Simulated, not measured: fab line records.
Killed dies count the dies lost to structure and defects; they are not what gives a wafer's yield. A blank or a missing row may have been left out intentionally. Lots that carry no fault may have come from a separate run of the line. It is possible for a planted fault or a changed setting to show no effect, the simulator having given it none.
Chamber matching || flow n5_finfet || rie_diel-02 running N5_BEOL_M7_STRIP_67: 4 sister chambers
The step strips in CF4. 14 wafers are shown with their chamber, then 7 later ones without.

## EACH WAFER AND ITS CHAMBER
{"wafer": "L075.2", "chamber": 2, "drypump_motor_current_A (A)": 5.1, "showerhead_plenum_p_Torr (Torr)": 1.73, "throttle_valve_pct (%)": 13.57}
{"wafer": "L075.3", "chamber": 0, "drypump_motor_current_A (A)": 5.3, "showerhead_plenum_p_Torr (Torr)": 1.89, "throttle_valve_pct (%)": 13.21}
{"wafer": "L075.6", "chamber": 3, "drypump_motor_current_A (A)": 5.9, "showerhead_plenum_p_Torr (Torr)": 1.81, "throttle_valve_pct (%)": 13.59}
{"wafer": "L074.1", "chamber": 0, "drypump_motor_current_A (A)": 5.2, "showerhead_plenum_p_Torr (Torr)": 1.89, "throttle_valve_pct (%)": 13.22}
{"wafer": "L074.4", "chamber": 1, "drypump_motor_current_A (A)": 6.3, "showerhead_plenum_p_Torr (Torr)": 1.72, "throttle_valve_pct (%)": 13.38}
{"wafer": "L074.5", "chamber": 1, "drypump_motor_current_A (A)": 6.3, "showerhead_plenum_p_Torr (Torr)": 1.72, "throttle_valve_pct (%)": 13.43}
{"wafer": "L076.2", "chamber": 1, "drypump_motor_current_A (A)": 6.3, "showerhead_plenum_p_Torr (Torr)": 1.71, "throttle_valve_pct (%)": 13.40}
{"wafer": "L076.4", "chamber": 2, "drypump_motor_current_A (A)": 5.1, "showerhead_plenum_p_Torr (Torr)": 1.73, "throttle_valve_pct (%)": 13.58}
{"wafer": "L076.6", "chamber": 0, "drypump_motor_current_A (A)": 5.3, "showerhead_plenum_p_Torr (Torr)": 1.89, "throttle_valve_pct (%)": 13.24}
{"wafer": "L089.1", "chamber": 2, "drypump_motor_current_A (A)": 5.1, "showerhead_plenum_p_Torr (Torr)": 1.72, "throttle_valve_pct (%)": 13.64}
{"wafer": "L089.2", "chamber": 0, "drypump_motor_current_A (A)": 5.2, "showerhead_plenum_p_Torr (Torr)": 1.89, "throttle_valve_pct (%)": 13.28}
{"wafer": "L089.3", "chamber": 1, "drypump_motor_current_A (A)": 6.3, "showerhead_plenum_p_Torr (Torr)": 1.71, "throttle_valve_pct (%)": 13.45}
{"wafer": "L087.2", "chamber": 1, "drypump_motor_current_A (A)": 6.3, "showerhead_plenum_p_Torr (Torr)": 1.71, "throttle_valve_pct (%)": 13.46}
{"wafer": "L087.4", "chamber": 0, "drypump_motor_current_A (A)": 5.3, "showerhead_plenum_p_Torr (Torr)": 1.89, "throttle_valve_pct (%)": 13.30}

SIGNATURES, as means of the wafers listed above
{"reading": "drypump_motor_current_A", "chamber 0": 5.260, "chamber 1": 6.300, "chamber 2": 5.100, "chamber 3": 5.900, "scatter within a chamber": 0.0346}
{"reading": "showerhead_plenum_p_Torr", "chamber 0": 1.8900, "chamber 1": 1.7140, "chamber 2": 1.7267, "chamber 3": 1.8100, "scatter within a chamber": 0.00432}
{"reading": "throttle_valve_pct", "chamber 0": 13.2500, "chamber 1": 13.4240, "chamber 2": 13.5967, "chamber 3": 13.5900, "scatter within a chamber": 0.0366}
Rule: a wafer lies at a distance from a chamber equal to the root of the sum of squares, over the readings, of (its reading less the chamber's mean, divided by the reading's scatter). The wafer belongs to the nearest chamber; if the next one is less than 2 further off, it can't be placed. The scatter is the square root of a quotient: the sum, over the shown wafers, of each reading's squared deviation from its chamber's mean, divided by wafers minus chambers.

## WAFERS WHOSE CHAMBER IS MISSING
{"wafer": "L087.6", "drypump_motor_current_A (A)": 5.9, "showerhead_plenum_p_Torr (Torr)": 1.80, "throttle_valve_pct (%)": 13.64}
{"wafer": "L090.2", "drypump_motor_current_A (A)": 5.3, "showerhead_plenum_p_Torr (Torr)": 1.88, "throttle_valve_pct (%)": 13.28}
{"wafer": "L090.3", "drypump_motor_current_A (A)": 5.0, "showerhead_plenum_p_Torr (Torr)": 1.72, "throttle_valve_pct (%)": 13.65}
{"wafer": "L090.4", "drypump_motor_current_A (A)": 5.2, "showerhead_plenum_p_Torr (Torr)": 1.88, "throttle_valve_pct (%)": 13.29}
{"wafer": "L097.2", "drypump_motor_current_A (A)": 6.2, "showerhead_plenum_p_Torr (Torr)": 1.71, "throttle_valve_pct (%)": 13.48}
{"wafer": "L097.3", "drypump_motor_current_A (A)": 5.3, "showerhead_plenum_p_Torr (Torr)": 1.88, "throttle_valve_pct (%)": 13.32}
{"wafer": "L097.5", "drypump_motor_current_A (A)": 5.9, "showerhead_plenum_p_Torr (Torr)": 1.80, "throttle_valve_pct (%)": 13.67}

## EACH ONE'S CHAMBER
{"wafer": "L087.6", "from the rows above": 3, "in truth": 3}
{"wafer": "L090.2", "from the rows above": 0, "in truth": 0}
{"wafer": "L090.3", "from the rows above": 2, "in truth": 2}
{"wafer": "L090.4", "from the rows above": 0, "in truth": 0}
{"wafer": "L097.2", "from the rows above": 1, "in truth": 1}
{"wafer": "L097.3", "from the rows above": 0, "in truth": 0}
{"wafer": "L097.5", "from the rows above": 3, "in truth": 3}
Correctly placed: 7 of 7. From these rows, 0 cannot be placed. Placed wrongly: 0.
